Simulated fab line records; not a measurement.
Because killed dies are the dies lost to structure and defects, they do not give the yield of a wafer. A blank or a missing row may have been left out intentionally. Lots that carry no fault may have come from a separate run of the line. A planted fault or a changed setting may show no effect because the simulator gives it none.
Matching of chambers ; flow nand-harc ; NHARC_A_CONTACT_ALD_18 on ald-metal-01: 4 sister chambers
The step deposits TiN, target thk 3 nm, pulse time 1 s, ald cycles 150. 20 wafers are shown with their chamber, then 10 later ones without.

== WAFERS PAIRED WITH THEIR CHAMBERS ==
wafer;chamber;precursor-pulse-height-rel;heater-power-w (W)
L076.1;0;1.017;1080
L076.2;3;0.994;1061
L076.3;1;0.994;1058
L076.4;3;0.970;1123
L076.5;1;1.004;1105
L076.6;0;0.986;1051
L082.1;0;1.025;1061
L082.2;2;0.998;1065
L082.6;0;1.027;1078
L083.1;2;0.979;1068
L083.2;3;1.002;1099
L083.6;2;0.977;1086
L084.1;0;1.016;1050
L084.2;3;1.001;1098
L084.6;2;1.004;1040
L086.3;0;1.024;1057
L086.4;3;1.021;1109
L086.6;3;1.004;1069
L090.2;0;1.007;1080
L090.5;1;1.004;1096

SIGNATURES (means of the wafers above)
reading;chamber 0;chamber 1;chamber 2;chamber 3;scatter within a chamber
precursor-pulse-height-rel;1.01457;1.00067;0.98950;0.99867;0.0142
heater-power-w;1065.29;1086.33;1064.75;1093.17;19.8
Rule: for a wafer and a chamber, the distance is found by dividing, reading by reading, the gap between the wafer's reading and the chamber's mean by the reading's scatter, squaring, summing and taking the root. The wafer belongs to the nearest chamber; if the next one is less than 2 further off, it can't be placed. The scatter: take each reading less its chamber's mean, square it, sum over the shown wafers, divide by the number of wafers less the number of chambers, and take the root.

== WAFERS MISSING THEIR CHAMBER ==
wafer;precursor-pulse-height-rel;heater-power-w (W)
L090.6;0.993;1061
L090.1;0.977;1048
L090.3;1.002;1104
L090.4;0.998;1102
L093.1;0.989;1085
L093.4;1.010;1139
L093.6;1.001;1114
L097.1;1.014;1008
L097.3;1.047;1125
L097.6;1.014;1102

== CHAMBER TAKEN BY EACH ==
wafer;from the rows above;in truth
L090.6;can't be placed: 2 or 1 or 0 or 3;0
L090.1;can't be placed: 2 or 1 or 3 or 0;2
L090.3;can't be placed: 3 or 1 or 0 or 2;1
L090.4;can't be placed: 3 or 1 or 2 or 0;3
L093.1;can't be placed: 3 or 1 or 2 or 0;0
L093.4;can't be placed: 3 or 1 or 0 or 2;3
L093.6;can't be placed: 3 or 1 or 2 or 0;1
L097.1;can't be placed: 0 or 2 or 1 or 3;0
L097.3;can't be placed: 3 or 0 or 1 or 2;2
L097.6;can't be placed: 3 or 1 or 0 or 2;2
0 of 10 placed correctly. Not placeable from these rows: 10 (in 10, the candidates include the true chamber). Placed wrongly: 0.
